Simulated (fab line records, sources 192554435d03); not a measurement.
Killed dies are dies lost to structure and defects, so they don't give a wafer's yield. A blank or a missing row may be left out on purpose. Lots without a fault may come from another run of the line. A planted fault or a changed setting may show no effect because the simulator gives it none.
A struck lot beside a sound one | flow n5_finfet | 36 steps out of a route of 1938
Sound: wafers L529.3, L529.5, L529.6. Struck: wafers L537.1, L537.3, L537.5. The cause comes at the end.
At each step with rows: each side's tool, then ch and its chambers, then its first start. Under that, the readings that differ: sound wafers | struck wafers | difference of the means | sigmas: that difference in standard deviations of wafers without a fault.
alike: readings whose means differ by less than 2 such deviations, and words and numbers that are the same on both sides. not compared: withheld readings, readings that some wafer has no value for, bounds like >300 that may hide the same value, and numbers for which the record gives no deviation and whose values overlap.
The two part at a step that has a row with sigmas, a row that says differs or no value, or rows on one side only. Numbers that don't overlap but have no deviation are shown without sigmas and don't part them. A reading that every wafer of one side lacks parts them only if that side has two wafers or more.

first, 9 steps without rows for these wafers: N5_BEOL_M4_ANNEAL_95 (time 240 s); N5_BEOL_M4_SPUTTER_96 (material Cu, target thk 4.5 nm, time 8.29 s); N5_BEOL_M4_ECD_50 (material Cu, target thk 300 nm); N5_BEOL_M4_ANNEAL_51 (time 90 s); N5_BEOL_M4_CMP_52 (polishes, stops on SiOC, t overpolish 6.8 s, target thk 40 nm); N5_BEOL_M4_PRE_CLEAN_60 (time 15 s); N5_BEOL_M4_CO_CAP_55 (material Co, precursor CCTBA/H2, target thk 2 nm, time 102.1 s); N5_BEOL_M4_PRE_CLEAN_56 (time 15 s); N5_BEOL_M4_DEP_57 (deposits SiCN from 3MS/NH3, target thk 8 nm, time 14 s).
N5_BEOL_M4_RC_MEAS_101:
  sound on prober-01 ch 0, day 9 03:56; struck on prober-02 ch 0, day 11 11:08
  alike: DIBL_N, DIBL_P, IOFF_N, IOFF_P, ION_N, ION_P, SS_N, SS_P, VT_N, VT_P
then, 24 steps without rows for these wafers: N5_BEOL_M5_ILD_DEP_00 (deposits SiCOH lowk from DEMS/porogen, target thk 140.64 nm, time 25.9 s); N5_BEOL_M5_CURE_79 (cures SiCOH lowk, time 240 s); N5_BEOL_M5_PECVD_70 (deposits SiO2 from TEOS/O2, target thk 16 nm, time 18 s); N5_BEOL_M5_HM_DEP_02 (deposits TiN, target thk 20 nm); N5_BEOL_M5_COAT_59 (time 60 s, resist thk 60 nm); N5_BEOL_M5_COAT_60 (time 60 s, resist thk 12 nm); N5_BEOL_M5_COAT_71 (time 60 s, resist thk 5 nm); N5_BEOL_M5_COAT_05 (resist thk 30 nm); N5_BEOL_M5_EBR_07; N5_BEOL_M5_SOFTBAKE_06 (time 60 s); N5_BEOL_M5_EXPOSE_08 (exposes mask M5, target cd 28 nm); N5_BEOL_M5_PEB_09 (peb time 60 s); N5_BEOL_M5_DEVELOP_10 (develop time 30 s); N5_BEOL_M5_DESCUM_16 (chemistry O2, time 7 s); N5_BEOL_M5_ETCH_72 (etches underlayer in N2/H2, target depth 6.5 nm, time 5.2 s); N5_BEOL_M5_ETCH_61 (etches SiARC in CF4, target depth 15.6 nm, time 26 s); N5_BEOL_M5_ETCH_62 (etches SOC in N2/H2, target depth 75 nm, overetch 15 nm, time 112.5 s); N5_BEOL_M5_STRIP_63 (strips in N2/H2); N5_BEOL_M5_STRIP_73 (strips in N2/H2); N5_BEOL_M5_STRIP_64 (strips in CF4); N5_BEOL_M5_HM_OPEN_17 (chemistry Cl2/BCl3, target TiN, target depth 20 nm, overetch 6 nm); N5_BEOL_M5_STRIP_19 (strips in O2); N5_BEOL_M5_COAT_65 (time 60 s, resist thk 60 nm); N5_BEOL_M5_COAT_66 (time 60 s, resist thk 12 nm).
-- the record jumps here: 5 days lie between the struck wafers' starts before and after (it left off in module BEOL_M5 and takes up again in module PASSIVATION, whose first step shown is number 1929 of the route) --
N5_PASSIVATION_PASS_ETCH_47: etches SiNx in CF4/O2, target depth 770 nm, time 385 s.
  sound on rie_diel-06 ch 2,3, day 13 14:53; struck on rie_diel-01 ch 1,2,3, day 16 04:55
  no value came back on the struck wafers for any of 8 readings (O2_flow_sccm (sccm), bias_w (W) and others); on the sound wafers O2_flow_sccm (sccm) reads 9.979 9.960 10.030
  not compared: rf_hours_counter_h
N5_PASSIVATION_PROBE_49:
  sound on prober-01, day 13 18:19; struck on prober-02, day 16 07:55
  reading                  | sound          | struck         | difference | sigmas
  defect_limited_yield (%) | 92.4 92.5 92.6 | 0 0 0          | -92        | -62
  killed_at_other          | 10 6 5         | 1071 1104 1089 | +1081      | +99 or more
  killed_dies              | 90 88 87       | 1180 1180 1180 | +1092      | +61
  killed_on_rim            | 7 12 13        | 152 152 152    | +141       | +31
  sort_bin_5_function (%)  | 4.3 4.5 4.1    | 96.1 98.0 96.5 | +92.6      | +93
  sort_n_pass              | 1090 1092 1093 | 0 0 0          | -1092      | -61
  sort_yield_pct (%)       | 92.4 92.5 92.6 | 0 0 0          | -92        | -62
  alike: killed_at_M0_to_M3, killed_at_M4_up, killed_at_contacts, killed_at_front_end, killed_open, killed_short, sort_bin_6_memory

WHERE THEY PART
First at N5_PASSIVATION_PASS_ETCH_47; last, within this record, at N5_PASSIVATION_PROBE_49.

WHY: what the simulator had put in
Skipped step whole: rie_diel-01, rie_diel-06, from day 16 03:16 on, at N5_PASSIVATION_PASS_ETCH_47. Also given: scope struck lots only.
